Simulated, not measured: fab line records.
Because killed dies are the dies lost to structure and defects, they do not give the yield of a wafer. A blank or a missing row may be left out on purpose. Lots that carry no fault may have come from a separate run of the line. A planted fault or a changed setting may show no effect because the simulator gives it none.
Which tool is to blame?	flow n5-finfet	29 wafers from 10 lots sampled at 5 of the route's 1938 steps

## WHAT THE GAUGES SHOWED, per wafer
N5_BEOL_M3_CD_MEAS_11: the cd target is 17.05 nm. Usual: cd-nm reads 17.01 nm (standard deviation 0.27).
lot	measured	on	cd-nm (nm)	flag
L180	day 7 00:52	cd-sem-01	17.40 16.82 17.26	
L182	day 7 13:46	cd-sem-03	17.32 17.17 17.22	
L183	day 8 04:55	cd-sem-01	17.05 17.07 16.48	
L185	day 10 07:01	cd-sem-03	16.86 16.68	
L189	day 10 11:44	cd-sem-03	17.37 17.33 17.53	
L192	day 10 15:45	cd-sem-03	16.68 16.88 16.79	
L194	day 10 18:22	cd-sem-02	16.92 17.15 16.96	
L195	day 10 19:35	cd-sem-02	16.34 16.68 16.71	
L200	day 12 15:59	cd-sem-01	17.16 16.80 16.78	
L202	day 13 12:35	cd-sem-02	16.91 17.02 17.14	

N5_BEOL_M3_CD_MEAS_28: target cd 25.7 nm, target cd y 23.3 nm. Usual: cd-nm reads 25.64 nm (standard deviation 0.25).
lot	measured	on	cd-nm (nm)	flag
L180	day 7 01:55	cd-sem-03	25.70 25.43 25.57	
L182	day 7 14:56	cd-sem-01	26.02 25.97 25.82	
L183	day 8 05:55	cd-sem-02	25.32 25.50 25.82	
L185	day 10 07:55	cd-sem-03	25.36 25.51	
L189	day 10 13:08	cd-sem-02	25.19 25.48 25.55	
L192	day 10 17:35	cd-sem-01	25.03 25.31 25.05	
L194	day 10 20:32	cd-sem-02	26.21 25.78 26.10	
L195	day 10 20:55	cd-sem-03	25.38 25.06 25.20	
L200	day 12 17:11	cd-sem-03	25.70 25.64 25.91	
L202	day 13 13:37	cd-sem-01	25.25 25.39 25.63	

N5_BEOL_M4_RC_MEAS_101. Usual: DIBL_N 36.2 mV/V, standard deviation 2.4; DIBL_P 36.2 mV/V, standard deviation 2.6; IOFF_N 0.16 nA/um, standard deviation 0.045; IOFF_P 0.21 nA/um, standard deviation 0.046; ION_N 674 uA/um, standard deviation 17; ION_P 463 uA/um, standard deviation 11; SS_N 71.5 mV/dec, standard deviation 0.77; SS_P 73.1 mV/dec, standard deviation 0.76; VT_N 250 mV, standard deviation 3.9; VT_P -250 mV, standard deviation 3.9.
lot	measured	on	DIBL_N (mV/V)	DIBL_P (mV/V)	IOFF_N (nA/um)	IOFF_P (nA/um)	ION_N (uA/um)	ION_P (uA/um)	SS_N (mV/dec)	SS_P (mV/dec)	VT_N (mV)	VT_P (mV)	flag
L180	day 7 18:56	prober-02	32.4 30.5 37.0	31.4 28.2 37.0	0.10 0.07 0.18	0.13 0.10 0.20	667 649 678	456 448 463	69.5 69.5 71.2	71.9 70.9 73.7	254 261 249	-258 -261 -252	
L182	day 8 10:56	prober-01	36.5 37.6 35.0	38.4 38.5 35.3	0.18 0.20 0.13	0.25 0.26 0.19	678 701 649	464 476 453	71.1 71.8 70.9	73.2 73.6 72.6	247 245 255	-246 -246 -250	
L183	day 8 17:58	prober-01	37.8 38.2 36.8	36.7 37.9 35.4	0.15 0.16 0.12	0.17 0.20 0.16	669 678 644	445 464 438	72.4 71.1 72.1	73.7 74.5 73.0	253 250 257	-258 -256 -257	
L185	day 10 22:53	prober-02	36.6 36.7	37.4 37.1	0.16 0.17	0.21 0.20	689 683	469 461	71.8 71.7	73.1 73.0	249 249	-250 -253	
L189	day 11 05:39	prober-02	34.9 37.4 36.3	35.3 36.0 35.8	0.14 0.19 0.16	0.21 0.22 0.22	678 669 669	467 460 461	71.3 72.6 71.0	72.5 73.1 73.3	250 248 248	-248 -251 -249	
L192	day 11 11:46	prober-01	36.1 36.9 35.0	35.5 35.6 33.6	0.16 0.19 0.14	0.25 0.24 0.21	674 676 681	467 466 476	72.1 72.6 71.0	73.8 73.7 73.0	249 245 251	-247 -247 -251	
L194	day 11 17:31	prober-01	35.7 34.6 36.0	38.0 36.0 37.9	0.18 0.16 0.16	0.21 0.18 0.20	688 691 665	468 468 458	71.6 71.2 71.8	73.2 72.8 73.8	247 248 250	-251 -252 -252	
L195	day 11 19:11	prober-02	34.9 36.6 38.4	33.0 34.1 36.2	0.13 0.14 0.19	0.20 0.20 0.26	682 655 638	473 452 453	71.2 71.7 72.1	72.7 73.2 73.6	251 251 248	-248 -250 -246	
L200	day 13 12:28	prober-01	34.8 37.0 40.3	33.8 35.0 41.5	0.12 0.15 0.24	0.17 0.19 0.32	681 644 707	468 444 482	71.7 71.8 72.2	72.6 72.1 73.8	251 253 243	-254 -253 -244	
L202	day 14 07:34	prober-01	33.8 38.3 32.8	34.0 38.9 33.3	0.13 0.21 0.12	0.21 0.28 0.19	661 687 688	458 475 477	71.6 71.9 72.0	72.5 73.3 71.6	253 247 253	-248 -245 -250	

## EACH LOT AND THE TOOL THAT RAN IT (in order: tool; ch and the chambers of the sampled wafers; start)
lot	N5_BEOL_M3_ETCH_63	N5_BEOL_M3_EXPOSE_25
L180	rie-diel-01 ch 0,1,2, day 7 01:13	euv-scanner-02 ch 0, day 7 01:47
L182	rie-diel-06 ch 0,1,2, day 7 13:56	euv-scanner-01 ch 0, day 7 14:49
L183	rie-diel-06 ch 0,2, day 8 05:05	euv-scanner-02 ch 0, day 8 05:46
L185	rie-diel-02 ch 1,3, day 10 07:11	euv-scanner-02 ch 0, day 10 07:47
L189	rie-diel-06 ch 1,3, day 10 12:03	euv-scanner-02 ch 0, day 10 13:00
L192	rie-diel-06 ch 2,3, day 10 16:43	euv-scanner-02 ch 0, day 10 17:28
L194	rie-diel-06 ch 1,2, day 10 19:38	euv-scanner-01 ch 0, day 10 20:25
L195	rie-diel-06 ch 1,2,3, day 10 20:06	euv-scanner-02 ch 0, day 10 20:46
L200	rie-diel-06 ch 1,2,3, day 12 16:22	euv-scanner-01 ch 0, day 12 17:02
L202	rie-diel-02 ch 0,3, day 13 12:47	euv-scanner-01 ch 0, day 13 13:29
- N5_BEOL_M3_ETCH_63: etches SiARC in CF4, target depth 15.6 nm, time 26 s.
- N5_BEOL_M3_EXPOSE_25: exposes mask V2, defocus 5 nm.

## WHAT THE TOOLS THEMSELVES READ (means of the sampled wafers that have a number; where no wafer has one, the mark that the record gives instead)
N5_BEOL_M3_ETCH_63. Usual: bias-w 36.00 W, standard deviation 0.11; drypump-motor-current-A 5.6 A, standard deviation 0.44; etch-rf-on-time-s 25.7 s, standard deviation 0.55; oes-product-au 0.68 a.u., standard deviation 0.083; rf-fwd-power-W 531.4 W, standard deviation 1.4; rf-vpp-V 184.5 V, standard deviation 1.1; showerhead-plenum-p-Torr 2.17 Torr, standard deviation 0.065; throttle-valve-pct 15.64 %, standard deviation 0.25.
lot	tool	bias-w (W)	drypump-motor-current-A (A)	etch-rf-on-time-s (s)	oes-product-au (a.u.)	rf-fwd-power-W (W)	rf-vpp-V (V)	showerhead-plenum-p-Torr (Torr)	throttle-valve-pct (%)	flag
L180	rie-diel-01	35.93	5.5	26.0	0.61	531.2	185.2	2.19	15.89	
L182	rie-diel-06	35.81	5.7	25.1	0.72	533.2	184.5	2.19	15.56	
L183	rie-diel-06	36.10	6.0	25.0	0.67	531.4	184.1	2.17	15.46	
L185	rie-diel-02	35.97	6.0	25.6	0.62	530.7	183.6	2.04	15.63	
L189	rie-diel-06	36.06	5.2	25.7	0.72	531.8	184.8	2.20	15.74	
L192	rie-diel-06	36.02	5.5	25.1	0.72	530.6	183.9	2.14	15.52	
L194	rie-diel-06	36.06	5.6	25.6	0.65	531.1	184.7	2.23	15.74	
L195	rie-diel-06	35.95	5.5	25.3	0.69	531.1	185.2	2.18	15.63	
L200	rie-diel-06	36.07	5.5	25.5	0.67	531.6	184.7	2.18	15.65	
L202	rie-diel-02	36.11	5.9	25.9	0.63	531.1	184.7	2.12	15.85	

N5_BEOL_M3_EXPOSE_25. Usual: exposure-dose-mJ-cm2 reads 62.96 (standard deviation 0.064).
lot	tool	exposure-dose-mJ-cm2	flag
L180	euv-scanner-02	63.02	
L182	euv-scanner-01	63.00	
L183	euv-scanner-02	62.93	
L185	euv-scanner-02	62.91	
L189	euv-scanner-02	62.88	
L192	euv-scanner-02	61.58	OFF
L194	euv-scanner-01	62.93	
L195	euv-scanner-02	61.86	OFF
L200	euv-scanner-01	63.07	
L202	euv-scanner-01	62.90	

## THE ANSWER, worked out from the rows above alone
Rule: take the mean of a lot's wafers that have a number; if it is more than 3 standard deviations from the usual mean, the lot is off. Also off: a lot with no number at a reading for which 4 or more lots have one. Where the step has rows for the other lots, those lots are counted as sound. After the gauges, taken in route order, come the tools' own readings; for these a lot's mean is taken, as printed above. The first step at which some lot is off is used, and at that step the reading that is off furthest; a lot without a number counts as furthest.
Off: L192, L195, at N5_BEOL_M3_EXPOSE_25 (exposure-dose-mJ-cm2).
If a tool, at that step or one of the process steps before it, ran each lot that is off and ran no sound lot following the first of them, it fits. One fits: N5_BEOL_M3_EXPOSE_25 on euv-scanner-02. Its last sound lot is L189 (day 10 13:00), its first lot that is off L192 (day 10 17:28): a fault that began between those two fits.
On the lots that are off, the tool's own readings at N5_BEOL_M3_EXPOSE_25 differ by more than 5 times the standard deviation of the sound lots' means, which bears it out; exposure-dose-mJ-cm2 reads 61.72 there versus 62.95 on the sound lots.

## WHAT HAD BEEN PUT IN BY THE SIMULATOR
Drift in process parameters on euv-scanner-02 at N5_BEOL_M3_EXPOSE_25, starting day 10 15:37. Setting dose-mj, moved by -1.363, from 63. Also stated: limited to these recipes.
Lots struck among those shown: L192, L195. Same finding as the rule above.
